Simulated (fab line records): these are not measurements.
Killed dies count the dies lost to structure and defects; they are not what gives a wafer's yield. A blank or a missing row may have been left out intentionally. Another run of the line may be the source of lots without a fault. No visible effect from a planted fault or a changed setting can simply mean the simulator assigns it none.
Comparing a struck lot with a sound one	flow n5Finfet	35 steps out of a route of 1938
Sound: the wafers L624.1, L624.3, L624.6. Struck: wafer L623.4 (left out: L623.5, L623.6 of the same lot, which were not struck); the cause appears at the end.
Order at every step that has rows: each side's tool, ch and its chambers, its first start. Under that, the readings that differ: sound wafers	struck wafers	difference of the means	sigmas: that difference in standard deviations of wafers without a fault.
alike: words and numbers the same on both sides, and readings whose means are apart by under 2 such deviations; not compared: readings that were withheld, readings missing a value for some wafer, numbers with overlapping values and no deviation given by the record, and bounds like >300 which may hide the same value.
A row with sigmas, a row that says differs or no value, or rows on one side alone: a step with any of these is where the two part. When numbers do not overlap yet have no deviation, they are printed without sigmas and do not part them. A reading missing from all wafers of one side parts the sides only when that side holds two or more wafers.

first, 9 steps without rows for these wafers: N5_FIN_SAQP_PRECLEAN_42 (cleans in O3/DIW, time 60 s); N5_FIN_SAQP_PRECLEAN_00 (cleans in SC1, time 60 s); N5_FIN_SAQP_PRECLEAN_44 (cleans in SC2, time 45 s); N5_FIN_SAQP_SRD_01 (time 30 s); N5_FIN_SAQP_ALD_61 (deposits SiO2, target thk 4 nm, pulse time 1 s, purge time 2 s); N5_FIN_SAQP_DENSIFY_62 (time 60 s); N5_FIN_SAQP_HM_DEP_03 (deposits SiNx from SiH4/NH3/N2, target thk 38 nm, time 33.6 s); N5_FIN_SAQP_PECVD_47 (deposits a-Si from SiH4/He, target thk 45 nm, time 36.3 s); N5_FIN_SAQP_PECVD_48 (deposits SiNx from SiH4/NH3/N2, target thk 25 nm, time 22.1 s).
N5_FIN_SAQP_PECVD_06: deposits a-Si from SiH4/He, target thk 60 nm, time 48.1 s.
  sound on pecvd-01 ch 1,2, day 6 11:21; struck on pecvd-04 ch 0, day 6 04:05
reading	sound	struck	difference	sigmas
showerheadPlenumPTorr (Torr)	5.683 5.666 5.675	5.738	+0.063	+2
model.a-Si_of_FIN_SAQP_PECVD_06.thkNm (nm)	60.5 60.47 60.99	80.67	+20.02	
  alike: heaterPowerW, rfFwdPowerW, throttleValvePct
N5_FIN_SAQP_THK_MEAS_07:
  sound on filmMetro-01 at day 6 11:26; struck on filmMetro-01 at day 6 04:09
reading	sound	struck	difference	sigmas
thkNm (nm)	60.4 60.4 61.0	80.6	+20.0	+25
then, 15 steps without rows for these wafers: N5_FIN_SAQP_HM_DEP_72 (deposits SiO2 from SiH4/N2O, target thk 12 nm, time 7.2 s); N5_FIN_SAQP_COAT_49 (time 60 s, resist thk 100 nm); N5_FIN_SAQP_COAT_50 (time 60 s, resist thk 35 nm); N5_FIN_SAQP_COAT_10 (resist thk 90 nm); N5_FIN_SAQP_EBR_12; N5_FIN_SAQP_SOFTBAKE_11 (time 60 s); N5_FIN_SAQP_EXPOSE_13 (exposes mask FIN CORE, target cd 35.6 nm); N5_FIN_SAQP_PEB_14 (peb time 60 s); N5_FIN_SAQP_DEVELOP_15 (develop time 30 s); N5_FIN_SAQP_DESCUM_21 (chemistry O2, time 7.9 s); N5_FIN_SAQP_ETCH_51 (etches SiARC in CF4, target depth 45.5 nm, time 75.8 s); N5_FIN_SAQP_ETCH_52 (etches SOC in N2/H2, target depth 100 nm, overetch 20 nm, time 150 s); N5_FIN_SAQP_STRIP_53 (strips in N2/H2); N5_FIN_SAQP_HM_OPEN_73 (chemistry CHF3/O2, target SiO2, stops on a-Si, target depth 12 nm, time 16.8 s); N5_FIN_SAQP_STRIP_74 (strips in CHF3/O2).
N5_FIN_SAQP_MANDREL_ETCH_22: etches a-Si in HBr/Cl2, stops on SiNx, target depth 60 nm, bt time 10 s, time 30 s.
  sound on rieSi-03 ch 1,3, day 6 12:16; struck on rieSi-06 ch 0, day 6 05:05
reading	sound	struck	difference	sigmas
oesProductAu (a.u.)	0.780 0.794 0.795	0.909	+0.119	+8
model.etch.depthNm (nm)	60.49 60.47 60.99	80.67	+20.02	
  alike: drypumpMotorCurrentA, heBacksideLeakSccm, rfFwdPowerW, throttleValvePct
  not compared: rfHoursCounterH
then, 5 steps without rows for these wafers: N5_FIN_SAQP_STRIP_55 (strips in N2/H2); N5_FIN_SAQP_STRIP_23 (strips in SPM, time 750 s); N5_FIN_SAQP_SRD_66 (time 30 s); N5_FIN_SAQP_RECESS_75 (chemistry HF/NH3, target SiO2, target depth 14.4 nm, afs cycles 3, sublimation time 60 s); N5_FIN_SAQP_SPACER1_ALD_24 (deposits SiO2, target thk 20.3 nm, pulse time 1 s, purge time 2 s).
N5_FIN_SAQP_SPACER1_ETCHBACK_25: etches SiO2 in CHF3/O2, target depth 24.4 nm, time 12.2 s.
  sound on rieDiel-05 ch 1,3, day 6 14:01; struck on rieDiel-04 ch 0, day 6 06:37
reading	sound	struck	difference	sigmas
oesProductAu (a.u.)	0.67 0.67 0.76	0.90	+0.20	+2
model.a-Si_of_FIN_SAQP_PECVD_06.thkNm (nm)	59.6 59.6 60	79.8	+20.1	
  alike: drypumpMotorCurrentA, rfFwdPowerW, rfVppV, showerheadPlenumPTorr, throttleValvePct
  not compared: rfHoursCounterH
then, 1 step without rows for these wafers: N5_FIN_SAQP_MANDREL1_REMOVE_56 (chemistry HBr/Cl2/O2, target a-Si, stops on SiNx, bt time 10 s).
-- a jump in the record: the struck wafers' starts before and after are 6 days apart (it breaks off in module FIN_SAQP and resumes in module BEOL_M4, where the first step shown is number 1111 of the route) --
N5_BEOL_M4_RC_MEAS_101:
  sound on prober-02 ch 0, day 12 19:27; struck on prober-02 ch 0, day 12 02:07
  alike: DIBL_N, DIBL_P, IOFF_N, IOFF_P, ION_N, ION_P, SS_N, SS_P, VT_N, VT_P

WHERE THEY PART
Earliest at N5_FIN_SAQP_PECVD_06; latest, in this record, at N5_FIN_SAQP_SPACER1_ETCHBACK_25. Later steps at which nothing parts them and some readings are alike: N5_BEOL_M4_RC_MEAS_101.

WHY: the cause the simulator had injected
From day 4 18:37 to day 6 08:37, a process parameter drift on pecvd-04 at N5_FIN_SAQP_PECVD_06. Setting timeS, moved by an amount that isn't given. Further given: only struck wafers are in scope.
